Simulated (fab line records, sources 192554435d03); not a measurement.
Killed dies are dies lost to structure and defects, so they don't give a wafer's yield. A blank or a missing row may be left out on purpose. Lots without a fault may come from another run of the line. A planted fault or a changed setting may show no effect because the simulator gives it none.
fab line records | flow n5_finfet
record lots=4 wafers=12 last_day=21
route steps=1938 shown DUMMY_GATE@223 BEOL_M4@1111 PASSIVATION@1936
lots that met no fault: from a run of the same line without faults
start_h: hours from the record's first day to the start of the lot's first wafer shown | wait_h: hours since the lot's step before | " the same as in the row above | L1.1+2: a row that stands for several wafers | - no value, or no start given | * or withheld: withheld | < > ~ a bound
route shown NAME@n: a module of which the file shows steps, and the number in the route of the first | usual: mean/standard deviation of fault-free wafers | same: alike in all rows | chamber/n: place in a boat | sites: the reading at each site | _std_site: their standard deviation | _edge_site: outer sites' mean less inner sites' | radius_mm: how far each site lies from the wafer's centre | mask NAME#n: copy n | behind: the tool/chamber that last shaped the wafer | hold: why the lot was held/for how many hours/how that ended | device: the transistor (n, p or np) that didn't switch | end of line: the same wafers' tests at the end of the route | a step without rows: its recipe alone | killed: dies lost to structure and defects at the first sort, not the wafer's yield | map: a wafer's dies, x killed, . not, _ none there
set.NAME: the setting as run; set.NAME@STEP: as run at that earlier step | model.NAME: the simulator's own value behind a step, which no gauge read
lots at some steps of the route; a table a step, a row a wafer
services: from which hour (start_h, from the record's first day; less than 0 if before it) a tool's chamber was out of use, for how many hours, and why
## steps
# step N5_DUMMY_GATE_COAT_35
# recipe resist=SiARC temp_c=220 time_s=60 spin_rpm=1500 resist_thk_nm=10
# step N5_DUMMY_GATE_COAT_28
# recipe resist=underlayer temp_c=205 time_s=60 spin_rpm=1500 resist_thk_nm=10
# step N5_DUMMY_GATE_COAT_09
# recipe resist=CAR-EUV spin_rpm=1500 resist_thk_nm=30
# step N5_DUMMY_GATE_EBR_11
# recipe solvent=PGMEA ebr_width_mm=1.5
# step N5_DUMMY_GATE_SOFTBAKE_10
# recipe temp_c=110 time_s=60 resist=CAR-EUV
# step N5_DUMMY_GATE_EXPOSE_12
# recipe mask_id=GATE na=0.33 source_shape=annular sigma_inner=0.2 sigma_outer=0.6 polarization=unpolarized target_cd_nm=25 dose_mj=34
# step N5_DUMMY_GATE_PEB_13
# recipe peb_temp_c=100 peb_time_s=60 resist=CAR-EUV
# step N5_DUMMY_GATE_DEVELOP_14
# recipe develop_time_s=30 developer=TMAH resist=CAR-EUV rinse_liquid=surfactant_rinse dry=air_spin dev_temp_c=23
# step N5_DUMMY_GATE_DESCUM_20
# recipe chemistry=O2 time_s=6.2 source_power_w=50 bias_power_w=20 pressure_mtorr=20 rf_frequency_hz=2.712e+07 temp_c=40 resist=CAR-EUV o2_flow_sccm=225
# step N5_DUMMY_GATE_ETCH_29
# recipe chemistry=N2/H2 target=underlayer target_depth_a=130 ion_energy_ev=200 pressure_mtorr=30 source_w=840 bias_w=150 n2_flow_sccm=200 h2_flow_sccm=200
# usual bias_w=150.0/0.46 chamber_pressure_mTorr=29.999/0.028 drypump_motor_current_A=5.6/0.43 oes_product_au=0.79/0.082 rf_vpp_V=523.7/2.8 showerhead_plenum_p_Torr=2.53/0.095 throttle_valve_pct=17.85/0.29
# columns lot.wafer tool chamber start_h wait_h bias_w chamber_pressure_mTorr drypump_motor_current_A oes_product_au rf_hours_counter_h rf_vpp_V showerhead_plenum_p_Torr throttle_valve_pct model.CAR-EUV_of_DUMMY_GATE_COAT_09.thk_nm
L484.1 rie_diel-06 2 153.54 0.0 - - - - - - - - 26.6
L484.2 " 1 " " - - - - - - - - 26.6
L484.4 " 1 " " - - - - - - - - 26.6
L485.2 rie_diel-03 0 159.46 0.0 - - - - - - - - 26.4
L485.4 " 1 " " - - - - - - - - 26.4
L485.5 " 3 " " - - - - - - - - 26.4
L488.2 rie_diel-06 1 178.20 0.0 150.4 30.026 5.6 0.78 132 521.2 2.42 18.09 19
L488.3 " 0 " " 150.0 30.014 5.7 1.00 2 523.2 2.49 17.28 19
L488.4 " 2 " " 149.9 30.042 5.8 0.72 167 527.5 2.64 17.48 19.2
L489.1 rie_diel-02 0 186.65 0.0 149.8 29.949 5.8 0.85 69 521.1 2.45 17.70 18.6
L489.4 " 3 " " 149.8 30.020 5.4 0.86 37 528.0 2.69 17.54 18.8
L489.5 " 0 " " 149.7 29.996 5.8 0.84 - 521.6 2.45 17.69 18.6
# step N5_DUMMY_GATE_ETCH_36
# recipe chemistry=CF4 target=SiARC target_depth_a=130 pressure_mtorr=40 source_w=545 bias_w=36 Ar_flow_sccm=100 cf4_flow_sccm=100 ion_energy_ev=80
# usual bias_w=36.00/0.1 cf4_flow_sccm=100.0/0.3 drypump_motor_current_A=5.6/0.42 oes_product_au=0.79/0.078 rf_vpp_V=183.9/1.2 showerhead_plenum_p_Torr=2.15/0.075 throttle_valve_pct=15.7/0.31
# columns lot.wafer tool chamber start_h wait_h bias_w cf4_flow_sccm drypump_motor_current_A oes_product_au rf_hours_counter_h rf_vpp_V showerhead_plenum_p_Torr throttle_valve_pct model.CAR-EUV_of_DUMMY_GATE_COAT_09.thk_nm
L484.1 rie_diel-06 2 153.58 0.0 36.03 99.8 5.8 0.28 156 187.8 2.23 15.2 19
L484.2 " 1 " " 35.84 100.1 5.6 0.30 120 184.2 2.08 16.0 19
L484.4 " 1 " " 35.87 100.0 5.6 0.30 - 183.7 2.08 16.0 19
L485.2 rie_diel-03 0 159.50 0.0 35.83 100.2 5.2 0.26 235 182.9 2.12 16.0 18.8
L485.4 " 1 " " 36.10 99.9 5.9 0.28 206 184.1 2.20 15.6 18.6
L485.5 " 3 " " 36.04 99.6 6.5 0.29 - 184.1 2.18 15.6 19.2
L488.2 rie_diel-06 1 178.24 0.0 36.00 100.2 5.6 0.78 132 183.2 2.08 16.1 11.4
L488.3 " 0 " " 36.01 100.4 5.7 1.00 2 183.6 2.12 15.2 11.2
L488.4 " 2 " " 36.15 100.2 5.8 0.73 167 185.9 2.23 15.3 11.6
L489.1 rie_diel-02 0 186.69 0.0 36.12 100.0 5.8 0.84 69 182.7 2.11 15.7 10.8
L489.4 " 3 " " 35.75 99.9 5.4 0.87 37 185.3 2.27 15.3 11.2
L489.5 " 0 " " 36.02 100.0 5.8 0.83 - 182.6 2.11 15.7 10.8
# step N5_DUMMY_GATE_STRIP_38
# recipe chemistry=N2/H2 temp_c=40 n2_flow_sccm=200 h2_flow_sccm=200 rf_frequency_hz=6e+07
# step N5_DUMMY_GATE_STRIP_39
# recipe chemistry=N2/H2 temp_c=40 n2_flow_sccm=200 h2_flow_sccm=200 rf_frequency_hz=6e+07
# step N5_DUMMY_GATE_TRIM_49
# recipe chemistry=O2 resist=SOC time_s=29 target_cd_nm=14 source_power_w=300 bias_power_w=0 O2_flow_sccm=100 temp_c=20
# step N5_DUMMY_GATE_STRIP_40
# recipe chemistry=CF4 resist=SiARC power_w=300 bias_power_w=75 pressure_mtorr=50 cf4_flow_sccm=150 rf_frequency_hz=6e+07
# step N5_DUMMY_GATE_CD_MEAS_50
# recipe target_cd_nm=14
# usual cd_nm=13.8/0.53
# columns lot.wafer tool chamber start_h wait_h cd_nm
L484.1 cd_sem-01 - 153.87 0.0 -
L484.2 " - " " -
L484.4 " - " " -
L485.2 cd_sem-03 - 159.81 0.0 -
L485.4 " - " " -
L485.5 " - " " -
L488.2 cd_sem-02 - 178.51 0.0 14.5
L488.3 " - " " 14.1
L488.4 " - " " 14.4
L489.1 cd_sem-03 - 186.98 0.0 13.7
L489.4 " - " " 12.7
L489.5 " - " " 13.2
# step N5_DUMMY_GATE_ETCH_31
# recipe chemistry=C4F6/O2 target=SiO2 mask_material=SOC target_depth_a=825 time_s=27.5 ion_energy_ev=250 pressure_mtorr=30 source_w=345 bias_w=185 Ar_flow_sccm=300 C4F6_flow_sccm=10 O2_flow_sccm=10
# usual C4F6_flow_sccm=10.00/0.031 O2_flow_sccm=9.99/0.03 drypump_motor_current_A=5.6/0.4 oes_product_au=0.77/0.076 rf_vpp_V=666/17 showerhead_plenum_p_Torr=2.85/0.099 throttle_valve_pct=21.3/0.36
# columns lot.wafer tool chamber start_h wait_h C4F6_flow_sccm O2_flow_sccm drypump_motor_current_A oes_product_au rf_hours_counter_h rf_vpp_V showerhead_plenum_p_Torr throttle_valve_pct
L484.1 rie_diel-02 1 153.92 0.0 10.01 9.97 4.8 0.29 143 652 2.90 21.2
L484.2 " 0 " " 10.00 10.01 5.8 0.32 58 655 2.81 20.9
L484.4 " 3 " " 9.99 10.02 5.4 0.33 24 668 3.02 20.4
L485.2 rie_diel-03 3 160.00 0.2 10.03 10.00 6.4 0.29 122 673 2.90 20.9
L485.4 " 0 " " 10.04 10.01 5.2 0.25 236 620 2.80 21.1
L485.5 " 3 " " 9.99 9.98 6.5 0.29 - 673 2.90 20.8
L488.2 rie_diel-03 1 178.55 0.0 10.00 10.00 5.9 0.74 213 672 2.93 21.1
L488.3 " 3 " " 9.97 10.02 6.5 0.74 128 672 2.90 21.3
L488.4 " 0 " " 10.03 10.04 5.2 0.66 242 620 2.80 21.5
L489.1 rie_diel-06 1 187.06 0.1 9.97 9.96 5.6 0.77 135 663 2.78 21.8
L489.4 " 0 " " 9.99 9.99 5.7 0.99 - 686 2.82 20.8
L489.5 " 2 " " 10.02 10.00 5.8 0.72 - 662 2.97 20.9
# step N5_DUMMY_GATE_STRIP_41
# recipe chemistry=O2 power_w=400 temp_c=40 pressure_mtorr=30 rf_frequency_hz=6e+07 bias_power_w=0 overash_fraction=0.3 o2_flow_sccm=225
# step N5_DUMMY_GATE_HM_OPEN_21
# recipe chemistry=CH3F/O2 target=SiNx target_depth_a=1200 Ar_flow_sccm=150 CH3F_flow_sccm=30 O2_flow_sccm=23 time_s=171.4 pressure_mtorr=30 source_w=395 bias_w=73 ion_energy_ev=120.7
# usual drypump_motor_current_A=5.6/0.4 oes_product_au=0.77/0.077 rf_vpp_V=300/7.2 showerhead_plenum_p_Torr=2.02/0.073 throttle_valve_pct=16.5/0.33
# columns lot.wafer tool chamber start_h wait_h drypump_motor_current_A oes_product_au rf_hours_counter_h rf_vpp_V showerhead_plenum_p_Torr throttle_valve_pct
L484.1 rie_diel-02 1 154.01 0.0 4.8 0.29 143 293 2.06 16.8
L484.2 " 0 " " 5.8 0.31 58 294 1.99 16.5
L484.4 " 3 " " 5.4 0.33 24 299 2.15 16.0
L485.2 rie_diel-03 3 160.09 0.0 6.5 0.29 122 302 2.06 16.5
L485.4 " 0 " " 5.2 0.26 236 280 1.99 16.8
L485.5 " 3 " " 6.5 0.30 - 302 2.06 16.5
L488.2 rie_diel-03 1 178.64 0.0 5.9 0.75 213 302 2.08 16.5
L488.3 " 3 " " 6.4 0.75 128 302 2.05 16.5
L488.4 " 0 " " 5.2 0.67 243 278 1.98 16.8
L489.1 rie_diel-06 1 187.15 0.0 5.6 0.78 135 297 1.97 17.0
L489.4 " 0 " " 5.7 0.99 - 309 2.00 16.0
L489.5 " 2 " " 5.8 0.72 - 297 2.11 16.2
# step N5_DUMMY_GATE_ETCH_32
# recipe chemistry=CF4 target=SiO2 target_depth_a=35 time_s=3.9 ion_energy_ev=350 pressure_mtorr=10 icp_w=800 bias_w=400 cf4_flow_sccm=80
# step N5_DUMMY_GATE_ETCH_23
# recipe chemistry=HBr/Cl2/O2 HBr_flow_sccm=150 Cl2_flow_sccm=80 O2_flow_sccm=12 bias_w=102 target_depth_a=410 time_s=22.3 target=poly-Si mask_material=SiO2 pressure_mtorr=10 icp_w=800
# step N5_DUMMY_GATE_ETCH_44
# recipe chemistry=HBr/O2 over_etch_frac=0.7 target_depth_a=1275 stop_on=SiO2 ion_energy_ev=60 bias_w=20 target=poly-Si mask_material=SiO2 pressure_mtorr=20 icp_w=400 HBr_flow_sccm=120 O2_flow_sccm=10
# usual HBr_flow_sccm=120.0/0.32 O2_flow_sccm=9.998/0.029 drypump_motor_current_A=5.9/0.37 oes_product_au=0.722/0.012 throttle_valve_pct=18.39/0.2
# columns lot.wafer tool chamber start_h wait_h HBr_flow_sccm O2_flow_sccm drypump_motor_current_A oes_product_au rf_hours_counter_h throttle_valve_pct
L484.1 rie_si-04 2 154.26 0.0 119.6 9.992 5.9 0.380 18 18.69
L484.2 " 0 " " 120.1 9.949 6.1 0.385 7 18.38
L484.4 " 3 " " 120.4 10.053 6.2 0.378 99 18.38
L485.2 rie_si-05 0 160.34 0.0 120.3 10.009 6.3 0.374 75 18.49
L485.4 " 3 " " 119.7 10.024 5.6 0.383 177 18.51
L485.5 " 0 " " 120.4 10.032 6.3 0.380 - 18.47
L488.2 rie_si-06 1 178.89 0.0 119.4 9.981 6.1 0.718 5 18.32
L488.3 " 3 " " 120.0 9.988 5.7 0.703 187 18.44
L488.4 " 0 " " 120.4 9.981 6.0 0.732 178 18.55
L489.1 rie_si-05 1 187.40 0.0 120.6 10.010 5.8 0.731 15 18.37
L489.4 " 3 " " 120.1 9.991 5.6 0.739 177 18.50
L489.5 " 2 " " 119.7 9.947 5.1 0.702 - 18.92
# step N5_DUMMY_GATE_CD_MEAS_24
# recipe target_cd_nm=15
# usual cd_nm=14.7/0.52
# columns lot.wafer tool chamber start_h wait_h cd_nm
L484.1 cd_sem-01 - 154.37 0.1 -
L484.2 " - " " -
L484.4 " - " " -
L485.2 cd_sem-02 - 160.45 0.1 -
L485.4 " - " " -
L485.5 " - " " -
L488.2 cd_sem-01 - 179.00 0.1 15.2
L488.3 " - " " 14.9
L488.4 " - " " 15.2
L489.1 cd_sem-01 - 187.51 0.1 14.7
L489.4 " - " " 13.9
L489.5 " - " " 13.7
# step N5_BEOL_M4_RC_MEAS_101
# usual DIBL_N=37.7/2 DIBL_P=37.7/2.3 IOFF_N=0.18/0.039 IOFF_P=0.23/0.042 ION_N=681/12 ION_P=463/8 SS_N=71.9/0.68 SS_P=73.6/0.71 VT_N=248/3.2 VT_P=-249/3.1
# columns lot.wafer tool chamber start_h wait_h DIBL_N[mV/V] DIBL_P[mV/V] IOFF_N[nA/um] IOFF_P[nA/um] ION_N[uA/um] ION_P[uA/um] SS_N[mV/dec] SS_P[mV/dec] VT_N[mV] VT_P[mV]
L488.2 prober-02 0 389.25 0.2 33.0 31.6 0.11 0.16 654 450 70.5 72.0 255 -252
L488.3 " 0 " " 36.0 36.1 0.16 0.22 661 457 71.9 74.1 248 -250
L488.4 " 0 " " 35.5 35.9 0.17 0.21 680 470 71.7 72.5 249 -246
L489.1 prober-02 0 402.27 0.0 38.4 37.0 0.23 0.25 706 471 72.1 73.2 241 -246
L489.4 " 0 " " 37.0 34.9 0.16 0.21 663 455 71.9 72.4 251 -247
L489.5 " 0 " " 38.9 39.3 0.24 0.29 705 475 72.5 75.0 241 -245
# step N5_PASSIVATION_PROBE_49
# usual defect_limited_yield=91.1/1.4 killed_at_M0_to_M3=34/9.6 killed_at_M4_up=15/5.3 killed_at_contacts=12/6.1 killed_at_front_end=40/11 killed_at_other=3.5/2.8 killed_dies=105/17 killed_on_rim=14/4.3 killed_open=70/12 killed_short=34/7.7 sort_bin_5_function=5.2/0.97 sort_bin_6_memory=3.4/0.62 sort_n_pass=1075/17 sort_yield_pct=91.1/1.4
# same gross_dies=1180 killed_at_back_side=0 sort_bin_4_leakage[%]=0 sort_bin_8_speed[%]=0
# columns lot.wafer tool chamber start_h wait_h defect_limited_yield[%] killed_at_M0_to_M3 killed_at_M4_up killed_at_contacts killed_at_front_end killed_at_other killed_dies killed_on_rim killed_open killed_short sort_bin_5_function[%] sort_bin_6_memory[%] sort_n_pass sort_yield_pct[%]
L484.1 prober-01 - 460.24 0.0 0 56 16 10 1098 0 1180 152 76 45 96.3 3.3 0 0
L484.2 prober-01 - 460.29 0.1 0 61 18 19 1079 3 1180 152 90 49 95.3 4.1 0 0
L484.4 prober-01 - 460.39 0.2 0 43 10 12 1113 2 1180 152 65 19 97.4 2.5 0 0
L485.2 prober-01 - 480.39 0.1 0 51 12 9 1106 2 1180 152 71 55 95.6 3.9 0 0
L485.4 prober-01 - 480.49 0.2 0 36 16 7 1118 3 1180 152 59 40 96.7 2.7 0 0
L485.5 prober-01 - 480.54 0.2 0 41 12 12 1110 5 1180 152 86 44 95.3 4.2 0 0
L488.2 prober-02 - 501.38 0.3 91.2 31 15 9 46 3 104 16 73 30 5.1 3.5 1076 91.2
L488.3 prober-02 - 501.43 0.4 91.4 33 16 7 36 10 102 13 71 30 5.2 3.2 1078 91.4
L488.4 prober-02 - 501.48 0.4 91.9 30 17 8 38 3 96 9 65 30 4.8 3.2 1084 91.9
# killed by level:class
L484.1 DUMMY_GATE:area_etch=1058 BEOL_M1:geometric_particle:short=14 STI_FIN_REVEAL:geometric_particle:open=11 BEOL_M0_SAQP:geometric_particle:open=9 BEOL_M4:geometric_particle:open=9 MOL_CONTACT_COAG:geometric_particle:open=9 BEOL_M0_SAQP:geometric_particle:short=9 BEOL_M3:geometric_particle:open=8
L484.2 DUMMY_GATE:area_etch=1041 BEOL_M0_SAQP:geometric_particle:open=15 MOL_CONTACT_COAG:geometric_particle:open=14 BEOL_M0_SAQP:geometric_particle:short=10 BEOL_M2:geometric_particle:open=10 BEOL_M4:geometric_particle:open=9 FIN_SAQP:geometric_particle:open=8 FIN_SAQP:geometric_particle:short=8
L484.4 DUMMY_GATE:area_etch=1096 BEOL_M2:geometric_particle:open=11 MOL_CONTACT_COAG:geometric_particle:open=10 BEOL_M0:geometric_particle:open=9 BEOL_M0_SAQP:geometric_particle:short=7 BEOL_M0_SAQP:geometric_particle:open=5 BEOL_M4:geometric_particle:open=5 STARTING-WAFER:geometric_particle:open=5
L485.2 DUMMY_GATE:area_etch=1054 FIN_SAQP:geometric_particle:short=20 BEOL_M2:geometric_particle:open=12 BEOL_M0_SAQP:geometric_particle:open=10 BEOL_M0_SAQP:geometric_particle:short=10 BEOL_M4:geometric_particle:open=9 MOL_CONTACT_COAG:geometric_particle:open=8 STI_FIN_REVEAL:geometric_particle:open=7
L485.4 DUMMY_GATE:area_etch=1080 BEOL_M2:geometric_particle:open=13 BEOL_M0_SAQP:geometric_particle:short=9 FIN_SAQP:geometric_particle:open=6 FIN_SAQP:geometric_particle:short=5 GATE_CUT:geometric_particle:short=5 MOL_CONTACT_COAG:geometric_particle:open=5 BEOL_M1:geometric_particle:open=5
L485.5 DUMMY_GATE:area_etch=1050 GATE_CUT:geometric_particle:short=13 BEOL_M2:geometric_particle:open=13 STI_FIN_REVEAL:geometric_particle:open=12 MOL_CONTACT_COAG:geometric_particle:open=12 FIN_SAQP:geometric_particle:open=9 FIN_SAQP:geometric_particle:short=7 BEOL_M0_SAQP:geometric_particle:short=7
L488.2 STI_FIN_REVEAL:geometric_particle:open=21 FIN_SAQP:geometric_particle:open=8 MOL_CONTACT_COAG:geometric_particle:open=8 BEOL_M0_SAQP:geometric_particle:short=8 BEOL_M4:geometric_particle:open=7 BEOL_M2:geometric_particle:open=6 BEOL_M1:geometric_particle:open=5 FIN_SAQP:geometric_particle:short=4
L488.3 FIN_SAQP:geometric_particle:open=8 BEOL_M4:geometric_particle:open=8 FIN_SAQP:geometric_particle:short=7 BEOL_M3:geometric_particle:open=7 STI_FIN_REVEAL:geometric_particle:open=6 BEOL_M0:geometric_particle:open=6 BEOL_M2:geometric_particle:open=6 SPACER0:geometric_particle:open=5
L488.4 STI_FIN_REVEAL:geometric_particle:open=9 BEOL_M4:geometric_particle:open=9 BEOL_M0_SAQP:geometric_particle:short=7 BEOL_M2:geometric_particle:open=7 FIN_SAQP:geometric_particle:short=6 FIN_SAQP:geometric_particle:open=5 DUMMY_GATE:geometric_particle:open=5 STI_FIN_REVEAL:geometric_particle:short=4
# map L484.1 (x killed, . not)
_________________xxxxxxxxxxxx________________
______________xxxxxxxxxxxxxxxxxx_____________
___________xxxxxxxxxxxxxxxxxxxxxxxx__________
__________xxxxxxxxxxxxxxxxxxxxxxxxxx_________
________xxxxxxxxxxxxxxxxxxxxxxxxxxxxxx_______
_______xxxxxxxxxxxxxxxxxxxxxxxxxxxxxxxx______
______xxxxxxxxxxxxxxxxxxxxxxxxxxxxxxxxxx_____
_____xxxxxxxxxxxxxxxxxxxxxxxxxxxxxxxxxxxx____
____xxxxxxxxxxxxxxxxxxxxxxxxxxxxxxxxxxxxxx___
___xxxxxxxxxxxxxxxxxxxxxxxxxxxxxxxxxxxxxxxx__
___xxxxxxxxxxxxxxxxxxxxxxxxxxxxxxxxxxxxxxxx__
__xxxxxxxxxxxxxxxxxxxxxxxxxxxxxxxxxxxxxxxxxx_
__xxxxxxxxxxxxxxxxxxxxxxxxxxxxxxxxxxxxxxxxxx_
_xxxxxxxxxxxxxxxxxxxxxxxxxxxxxxxxxxxxxxxxxxxx
_xxxxxxxxxxxxxxxxxxxxxxxxxxxxxxxxxxxxxxxxxxxx
_xxxxxxxxxxxxxxxxxxxxxxxxxxxxxxxxxxxxxxxxxxxx
_xxxxxxxxxxxxxxxxxxxxxxxxxxxxxxxxxxxxxxxxxxxx
_xxxxxxxxxxxxxxxxxxxxxxxxxxxxxxxxxxxxxxxxxxxx
_xxxxxxxxxxxxxxxxxxxxxxxxxxxxxxxxxxxxxxxxxxxx
_xxxxxxxxxxxxxxxxxxxxxxxxxxxxxxxxxxxxxxxxxxxx
_xxxxxxxxxxxxxxxxxxxxxxxxxxxxxxxxxxxxxxxxxxxx
__xxxxxxxxxxxxxxxxxxxxxxxxxxxxxxxxxxxxxxxxxx_
__xxxxxxxxxxxxxxxxxxxxxxxxxxxxxxxxxxxxxxxxxx_
___xxxxxxxxxxxxxxxxxxxxxxxxxxxxxxxxxxxxxxxx__
___xxxxxxxxxxxxxxxxxxxxxxxxxxxxxxxxxxxxxxxx__
____xxxxxxxxxxxxxxxxxxxxxxxxxxxxxxxxxxxxxx___
_____xxxxxxxxxxxxxxxxxxxxxxxxxxxxxxxxxxxx____
______xxxxxxxxxxxxxxxxxxxxxxxxxxxxxxxxxx_____
_______xxxxxxxxxxxxxxxxxxxxxxxxxxxxxxxx______
________xxxxxxxxxxxxxxxxxxxxxxxxxxxxxx_______
__________xxxxxxxxxxxxxxxxxxxxxxxxxx_________
___________xxxxxxxxxxxxxxxxxxxxxxxx__________
______________xxxxxxxxxxxxxxxxxx_____________
_________________xxxxxxxxxxxx________________
# map L485.2 (x killed, . not)
_________________xxxxxxxxxxxx________________
______________xxxxxxxxxxxxxxxxxx_____________
___________xxxxxxxxxxxxxxxxxxxxxxxx__________
__________xxxxxxxxxxxxxxxxxxxxxxxxxx_________
________xxxxxxxxxxxxxxxxxxxxxxxxxxxxxx_______
_______xxxxxxxxxxxxxxxxxxxxxxxxxxxxxxxx______
______xxxxxxxxxxxxxxxxxxxxxxxxxxxxxxxxxx_____
_____xxxxxxxxxxxxxxxxxxxxxxxxxxxxxxxxxxxx____
____xxxxxxxxxxxxxxxxxxxxxxxxxxxxxxxxxxxxxx___
___xxxxxxxxxxxxxxxxxxxxxxxxxxxxxxxxxxxxxxxx__
___xxxxxxxxxxxxxxxxxxxxxxxxxxxxxxxxxxxxxxxx__
__xxxxxxxxxxxxxxxxxxxxxxxxxxxxxxxxxxxxxxxxxx_
__xxxxxxxxxxxxxxxxxxxxxxxxxxxxxxxxxxxxxxxxxx_
_xxxxxxxxxxxxxxxxxxxxxxxxxxxxxxxxxxxxxxxxxxxx
_xxxxxxxxxxxxxxxxxxxxxxxxxxxxxxxxxxxxxxxxxxxx
_xxxxxxxxxxxxxxxxxxxxxxxxxxxxxxxxxxxxxxxxxxxx
_xxxxxxxxxxxxxxxxxxxxxxxxxxxxxxxxxxxxxxxxxxxx
_xxxxxxxxxxxxxxxxxxxxxxxxxxxxxxxxxxxxxxxxxxxx
_xxxxxxxxxxxxxxxxxxxxxxxxxxxxxxxxxxxxxxxxxxxx
_xxxxxxxxxxxxxxxxxxxxxxxxxxxxxxxxxxxxxxxxxxxx
_xxxxxxxxxxxxxxxxxxxxxxxxxxxxxxxxxxxxxxxxxxxx
__xxxxxxxxxxxxxxxxxxxxxxxxxxxxxxxxxxxxxxxxxx_
__xxxxxxxxxxxxxxxxxxxxxxxxxxxxxxxxxxxxxxxxxx_
___xxxxxxxxxxxxxxxxxxxxxxxxxxxxxxxxxxxxxxxx__
___xxxxxxxxxxxxxxxxxxxxxxxxxxxxxxxxxxxxxxxx__
____xxxxxxxxxxxxxxxxxxxxxxxxxxxxxxxxxxxxxx___
_____xxxxxxxxxxxxxxxxxxxxxxxxxxxxxxxxxxxx____
______xxxxxxxxxxxxxxxxxxxxxxxxxxxxxxxxxx_____
_______xxxxxxxxxxxxxxxxxxxxxxxxxxxxxxxx______
________xxxxxxxxxxxxxxxxxxxxxxxxxxxxxx_______
__________xxxxxxxxxxxxxxxxxxxxxxxxxx_________
___________xxxxxxxxxxxxxxxxxxxxxxxx__________
______________xxxxxxxxxxxxxxxxxx_____________
_________________xxxxxxxxxxxx________________
## services
# columns tool chamber start_h hours kind
rie_diel-06 0 152.53 - clean
rie_diel-06 0 152.53 - consumable_replace:focus_ring
rie_diel-06 0 152.53 21.1 scheduled_down
rie_diel-06 0 152.53 21.1 vent_cycle
rie_diel-06 3 179.10 4.1 repair
rie_diel-06 3 183.24 - clean
rie_diel-06 3 183.24 - consumable_replace:focus_ring
rie_diel-06 3 183.24 - consumable_replace:showerhead
rie_diel-06 3 183.24 21.2 scheduled_down
rie_diel-06 3 183.24 21.2 vent_cycle
## key
first_sign step=N5_DUMMY_GATE_ETCH_29 reading=tool_record direction=missing
effect step=N5_DUMMY_GATE_ETCH_36 reading=oes_product_au direction=down sigmas=6.4 usual=0.79 struck=0.28
effect step=N5_DUMMY_GATE_CD_MEAS_50 reading=cd_nm direction=missing
effect step=N5_DUMMY_GATE_ETCH_31 reading=oes_product_au direction=down sigmas=6.3 usual=0.77 struck=0.29
effect step=N5_DUMMY_GATE_HM_OPEN_21 reading=oes_product_au direction=down sigmas=6.2 usual=0.77 struck=0.30
effect step=N5_DUMMY_GATE_ETCH_44 reading=oes_product_au direction=down sigmas=29 usual=0.722 struck=0.380
effect step=N5_DUMMY_GATE_CD_MEAS_24 reading=cd_nm direction=missing
effect step=N5_PASSIVATION_PROBE_49 reading=killed_at_front_end direction=up sigmas=99 usual=40 struck=1104
model_effect step=N5_DUMMY_GATE_ETCH_29 value=CAR-EUV_of_DUMMY_GATE_COAT_09.thk_nm without=18.93 struck=26.5
model_effect step=N5_DUMMY_GATE_ETCH_36 value=CAR-EUV_of_DUMMY_GATE_COAT_09.thk_nm without=11.4 struck=18.93
more_kills_born_at N5_DUMMY_GATE_ETCH_29@rie_diel-06=3195 N5_DUMMY_GATE_ETCH_29@rie_diel-03=3184
met_at N5_DUMMY_GATE_ETCH_29
struck_wafers L484.1,L484.2,L484.4,L485.2,L485.4,L485.5
later_rows_left_out L484.1,L484.2,L484.4,L485.2,L485.4,L485.5
fault kind=skipped_step_whole tool=rie_diel-03,rie_diel-06 chamber=- onset_h=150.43 steps=N5_DUMMY_GATE_ETCH_29 scope=struck_lots_only
# later_rows_left_out: the simulator's readings of these wafers behind a module that went badly wrong aren't trusted and aren't shown, but for the sort
